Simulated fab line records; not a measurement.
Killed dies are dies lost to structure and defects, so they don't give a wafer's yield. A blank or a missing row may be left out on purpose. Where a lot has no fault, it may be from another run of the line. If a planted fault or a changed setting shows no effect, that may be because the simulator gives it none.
Chamber matching || flow nand harc || NHARC_P_STI_CMP_21 on cmp-01: 4 sister chambers
The step polishes, t overpolish 20 s, target thk 380.67 nm. 8 wafers are shown with their chamber, then 11 later ones without.

## EACH WAFER AND ITS CHAMBER
{"wafer": "L084.1", "chamber": 1, "motor current A (A)": 13.6, "overpolish run s (s)": 19.987}
{"wafer": "L085.4", "chamber": 2, "motor current A (A)": 11.1, "overpolish run s (s)": 20.001}
{"wafer": "L085.5", "chamber": 2, "motor current A (A)": 11.5, "overpolish run s (s)": 19.991}
{"wafer": "L085.6", "chamber": 3, "motor current A (A)": 11.6, "overpolish run s (s)": 20.003}
{"wafer": "L090.2", "chamber": 0, "motor current A (A)": 10.4, "overpolish run s (s)": 19.988}
{"wafer": "L090.4", "chamber": 3, "motor current A (A)": 11.1, "overpolish run s (s)": 20.017}
{"wafer": "L090.5", "chamber": 0, "motor current A (A)": 10.8, "overpolish run s (s)": 20.009}
{"wafer": "L091.2", "chamber": 1, "motor current A (A)": 13.3, "overpolish run s (s)": 20.012}

## WAFERS WITHOUT THEIR CHAMBER
{"wafer": "L091.4", "motor current A (A)": 10.6, "overpolish run s (s)": 20.009}
{"wafer": "L091.6", "motor current A (A)": 11.7, "overpolish run s (s)": 19.996}
{"wafer": "L092.2", "motor current A (A)": 11.0, "overpolish run s (s)": 19.999}
{"wafer": "L092.3", "motor current A (A)": 13.1, "overpolish run s (s)": 19.999}
{"wafer": "L092.6", "motor current A (A)": 9.8, "overpolish run s (s)": 19.997}
{"wafer": "L094.1", "motor current A (A)": 13.5, "overpolish run s (s)": 20.002}
{"wafer": "L094.4", "motor current A (A)": 11.1, "overpolish run s (s)": 19.990}
{"wafer": "L094.6", "motor current A (A)": 11.3, "overpolish run s (s)": 19.996}
{"wafer": "L097.1", "motor current A (A)": 14.2, "overpolish run s (s)": 20.009}
{"wafer": "L097.2", "motor current A (A)": 11.6, "overpolish run s (s)": 19.997}
{"wafer": "L097.6", "motor current A (A)": 10.3, "overpolish run s (s)": 19.995}

## THE CHAMBER EACH PASSED THROUGH
{"wafer": "L091.4", "from the rows above": "can't be placed: 0 or 3 or 2", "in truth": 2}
{"wafer": "L091.6", "from the rows above": "can't be placed: 2 or 3", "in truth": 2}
{"wafer": "L092.2", "from the rows above": "can't be placed: 2 or 0 or 3", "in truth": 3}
{"wafer": "L092.3", "from the rows above": 1, "in truth": 1}
{"wafer": "L092.6", "from the rows above": 0, "in truth": 0}
{"wafer": "L094.1", "from the rows above": 1, "in truth": 1}
{"wafer": "L094.4", "from the rows above": "can't be placed: 2 or 3 or 0", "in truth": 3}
{"wafer": "L094.6", "from the rows above": "can't be placed: 2 or 3", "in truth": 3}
{"wafer": "L097.1", "from the rows above": 1, "in truth": 1}
{"wafer": "L097.2", "from the rows above": "can't be placed: 2 or 3", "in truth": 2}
{"wafer": "L097.6", "from the rows above": 0, "in truth": 0}
Correctly placed: 5 of 11. Cannot be placed on the basis of these rows: 6; the candidates contain the true chamber in 6. Placed wrongly: 0.
How it was worked out, from the rows above alone: a wafer's distance from a chamber is the root of the sum, over the readings, of the square of ((its reading less the chamber's mean) divided by the reading's scatter). If the next closest chamber is less than 2 further off than the closest, the wafer can't be placed; otherwise it belongs to the closest. Each chamber's mean is taken over the wafers shown for it. The scatter: take each reading less its chamber's mean, square it, sum over the shown wafers, divide by the number of wafers less the number of chambers, and take the root.
